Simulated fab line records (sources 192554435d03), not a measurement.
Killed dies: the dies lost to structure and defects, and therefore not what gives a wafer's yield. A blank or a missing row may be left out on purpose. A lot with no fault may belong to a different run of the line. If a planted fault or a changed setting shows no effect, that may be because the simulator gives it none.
Chamber matching + flow n5_finfet + N5_GATE_CUT_CMP_02 on cmp-01 has 4 sister chambers
The step polishes, stops on SiO2, t overpolish 12.7 s, target thk 0 nm. 8 wafers are shown with their chamber, then 12 later ones without.

## WAFERS WITH THEIR CHAMBER
| wafer  | chamber | time_to_endpoint_s (s) | motor_current_A (A) |
|--------|---------|------------------------|---------------------|
| L078.6 | 0       | 25                     | 9.8                 |
| L080.6 | 0       | 28                     | 9.9                 |
| L082.2 | 1       | 27                     | 9.8                 |
| L084.1 | 2       | 28                     | 10.0                |
| L084.6 | 2       | 30                     | 10.1                |
| L085.2 | 3       | 31                     | 9.4                 |
| L085.3 | 1       | 24                     | 9.9                 |
| L085.6 | 3       | 34                     | 9.2                 |

## WAFERS MISSING THEIR CHAMBER
| wafer  | time_to_endpoint_s (s) | motor_current_A (A) |
|--------|------------------------|---------------------|
| L086.1 | 32                     | 9.5                 |
| L086.3 | 25                     | 10.0                |
| L086.4 | 29                     | 10.1                |
| L088.1 | 28                     | 9.1                 |
| L088.4 | 35                     | 9.9                 |
| L088.5 | 33                     | 9.8                 |
| L089.2 | 22                     | 10.5                |
| L089.5 | 28                     | 9.3                 |
| L089.6 | 33                     | 9.3                 |
| L093.3 | 30                     | 9.9                 |
| L093.5 | 34                     | 9.4                 |
| L093.6 | 29                     | 10.3                |

## WHICH CHAMBER EACH ONE RAN IN
| wafer  | from the rows above          | in truth                   |
|--------|------------------------------|----------------------------|
| L086.1 | 3                            | 3                          |
| L086.3 | can't be placed: 1 or 0 or 2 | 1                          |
| L086.4 | 2                            | 2                          |
| L088.1 | 3                            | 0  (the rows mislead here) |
| L088.4 | can't be placed: 2 or 0 or 1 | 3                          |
| L088.5 | can't be placed: 0 or 2 or 1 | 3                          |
| L089.2 | can't be placed: 2 or 1 or 0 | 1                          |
| L089.5 | 3                            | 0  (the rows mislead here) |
| L089.6 | 3                            | 3                          |
| L093.3 | can't be placed: 2 or 0 or 1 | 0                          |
| L093.5 | 3                            | 3                          |
| L093.6 | 2                            | 2                          |
Correctly placed: 5 of 12. These rows do not allow placing 5 (true chamber among the candidates in 3). Wrongly placed: 2.
How it was worked out, from the rows above alone: a wafer's distance from a chamber is the root of the sum, over the readings, of the square of ((its reading less the chamber's mean) divided by the reading's scatter). If the next closest chamber is less than 2 further off than the closest, the wafer can't be placed; otherwise it belongs to the closest. Each chamber's mean is taken over the wafers shown for it. How the scatter is found: for the shown wafers, subtract from each reading the mean of its chamber, square and add these, divide the total by (wafers less chambers), then take the root.
